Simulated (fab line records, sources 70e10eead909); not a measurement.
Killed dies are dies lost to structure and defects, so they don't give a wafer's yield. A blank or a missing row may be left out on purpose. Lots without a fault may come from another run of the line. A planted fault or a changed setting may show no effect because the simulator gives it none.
A struck lot beside a sound one | flow nand_harc | 15 steps out of a route of 1302
Sound: wafers L935.3, L935.5, L935.6. Struck: wafers L936.2, L936.5, L936.6. The cause comes at the end.
At each step with rows: each side's tool, then ch and its chambers, then its first start. Under that, the readings that differ: sound wafers | struck wafers | difference of the means | sigmas: that difference in standard deviations of wafers without a fault.
alike: readings whose means differ by less than 2 such deviations, and words and numbers that are the same on both sides. not compared: withheld readings, readings that some wafer has no value for, bounds like >300 that may hide the same value, and numbers for which the record gives no deviation and whose values overlap.
The two part at a step that has a row with sigmas, a row that says differs or no value, or rows on one side only. Numbers that don't overlap but have no deviation are shown without sigmas and don't part them. A reading that every wafer of one side lacks parts them only if that side has two wafers or more.

NHARC_A_M1_ETCH_35: etches the open film in N2/H2, target depth 40 nm, overetch 12 nm, time 43.94 s.
  sound on rie_diel-08 ch 0,2,3, day 26 05:02; struck on rie_diel-08 ch 0,2,3, day 27 22:19
  alike: drypump_motor_current_A, oes_product_au, rf_vpp_V, showerhead_plenum_p_Torr, throttle_valve_pct
  not compared: rf_hours_counter_h
then, 1 step without rows for these wafers: NHARC_A_M1_ETCH_15 (etches the open film in C4F8/Ar, target depth 182.5 nm, time 91.2 s).
NHARC_A_M1_CD_MEAS_16:
  sound on cd_sem-03, day 26 05:14; struck on cd_sem-03, day 27 22:31
  alike: cd_nm
then, 1 step without rows for these wafers: NHARC_A_M1_STRIP_18 (strips in N2/H2).
NHARC_A_M1_ETCH_28: etches the open film in CF4/N2, target depth 30 nm, time 72.99 s.
  sound on rie_diel-02 ch 1,2,3; struck on rie_diel-11 ch 0,1
  alike: drypump_motor_current_A, oes_product_au, rf_vpp_V, showerhead_plenum_p_Torr, throttle_valve_pct
  not compared: rf_hours_counter_h
then, 3 steps without rows for these wafers: NHARC_A_M1_STRIP_19 (strips in post etch residue remover, time 600 s); NHARC_A_M1_DEGAS_29 (time 60 s); NHARC_A_M1_PRE_CLEAN_30 (time 30 s).
NHARC_A_M1_PVD_20: deposits TaN, target thk 5 nm, time 8.06 s.
  sound on pvd_sputter-01; struck on pvd_sputter-03
  alike: bias_v, throttle_valve_pct
NHARC_A_M1_PVD_21: deposits Cu, target thk 30 nm, time 20.49 s.
  sound on pvd_sputter-01; struck on pvd_sputter-03
  alike: throttle_valve_pct
then, 1 step without rows for these wafers: NHARC_A_M1_ECD_22 (material Cu, target thk 400 nm).
NHARC_A_M1_ANNEAL_31: time 90 s.
  sound on rtp_anneal-01 ch 0, day 26 06:48; struck on rtp_anneal-01 ch 0, day 28 00:01
  alike: wafer_temp_C_max
NHARC_A_M1_CMP_23: polishes, t overpolish 20 s, target thk 154.34 nm.
  sound on cmp-04 ch 0,1,3, day 26 07:08; struck on cmp-04 ch 0,2,3, day 28 00:24
  no value came back on the struck wafers for edge_zone_pressure_frac, motor_current_A (A), time_to_endpoint_s (s); on the sound wafers edge_zone_pressure_frac reads 0.996 1.006 1.006
NHARC_A_M1_THK_MEAS_24: measures by xrf.
  sound on film_metro-02, day 26 07:22; struck on film_metro-01, day 28 00:38
  reading     | sound             | struck            | difference | sigmas
  thk_nm (nm) | 153.6 156.8 154.4 | 401.8 399.1 399.3 | +245.1     | +99 or more
then, 1 step without rows for these wafers: NHARC_A_M1_SRD_25.

WHERE THEY PART
First at NHARC_A_M1_CMP_23; last, within this record, at NHARC_A_M1_THK_MEAS_24.

WHY: what the simulator had put in
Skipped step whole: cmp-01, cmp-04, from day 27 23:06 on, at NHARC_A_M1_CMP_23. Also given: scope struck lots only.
